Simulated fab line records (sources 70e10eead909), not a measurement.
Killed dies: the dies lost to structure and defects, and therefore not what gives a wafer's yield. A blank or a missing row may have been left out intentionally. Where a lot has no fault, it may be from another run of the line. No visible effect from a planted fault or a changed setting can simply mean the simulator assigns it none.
The tool behind it: which one? -- flow nand harc -- 18 wafers from 6 lots sampled at 3 of the route's 1302 steps

== WHAT EACH GAUGE READ, for each wafer ==
NHARC_A_BONDPAD_CD_MEAS_13.
lot,measured,on,cd nm (nm)
L174,day 23 05:56,cd sem-03,502.6 500.9 499.3
L176,day 24 05:28,cd sem-03,499.2 501.8 501.6
L178,day 26 15:34,cd sem-03,502.8 499.2 502.4
L185,day 28 08:58,cd sem-03,499.3 497.8
L191,day 31 01:56,cd sem-01,501.6 498.2 499.4
L195,day 32 12:07,cd sem-01,501.9 503.0 503.7

== WHICH TOOL RAN EACH LOT (tool, then ch and the chambers of the sampled wafers, then the start) ==
lot,NHARC_A_CHANNEL_HOLE_D2_DEP_01,NHARC_A_M1_DEP_33
L174,"pecvd-03 ch 0,2, day 13 08:36","pecvd-02 ch 1,2, day 23 03:40"
L176,"pecvd-01 ch 0,2, day 14 14:37","pecvd-03 ch 0,1,2, day 24 03:10"
L178,"pecvd-01 ch 0,1, day 15 14:31","pecvd-03 ch 0,1,2, day 26 13:16"
L185,"pecvd-02 ch 0,1,2, day 19 01:40","pecvd-04 ch 2, day 28 06:34"
L191,"pecvd-01 ch 0,1,2, day 21 10:38","pecvd-03 ch 0,1,2, day 30 23:42"
L195,"pecvd-01 ch 0,2, day 22 13:02","pecvd-03 ch 1,2, day 32 09:43"
- NHARC_A_CHANNEL_HOLE_D2_DEP_01: deposits SiON, target thk 140 nm.
- NHARC_A_M1_DEP_33: deposits SiCN, target thk 30 nm.

== THE ANSWER, worked out from the rows above alone ==
Rule: what is usual is taken from the lots themselves. The widest of any qualifying gaps counts: lots, ordered by their means at a reading, are off when they make up no more than a third of the lots, leave a main group of 4 or more, and stand apart from it by 3 or more times the standard deviation of that group's means. The tables above print the reading to a certain number of digits; a main group whose means all agree to those digits is not used. A lot without any number at a reading at which 4 lots or more have one is off too. Where the step has rows for the other lots, those lots are counted as sound.
None of the lots is off at any reading shown; this tells nothing.

== WHAT HAD BEEN PUT IN BY THE SIMULATOR ==
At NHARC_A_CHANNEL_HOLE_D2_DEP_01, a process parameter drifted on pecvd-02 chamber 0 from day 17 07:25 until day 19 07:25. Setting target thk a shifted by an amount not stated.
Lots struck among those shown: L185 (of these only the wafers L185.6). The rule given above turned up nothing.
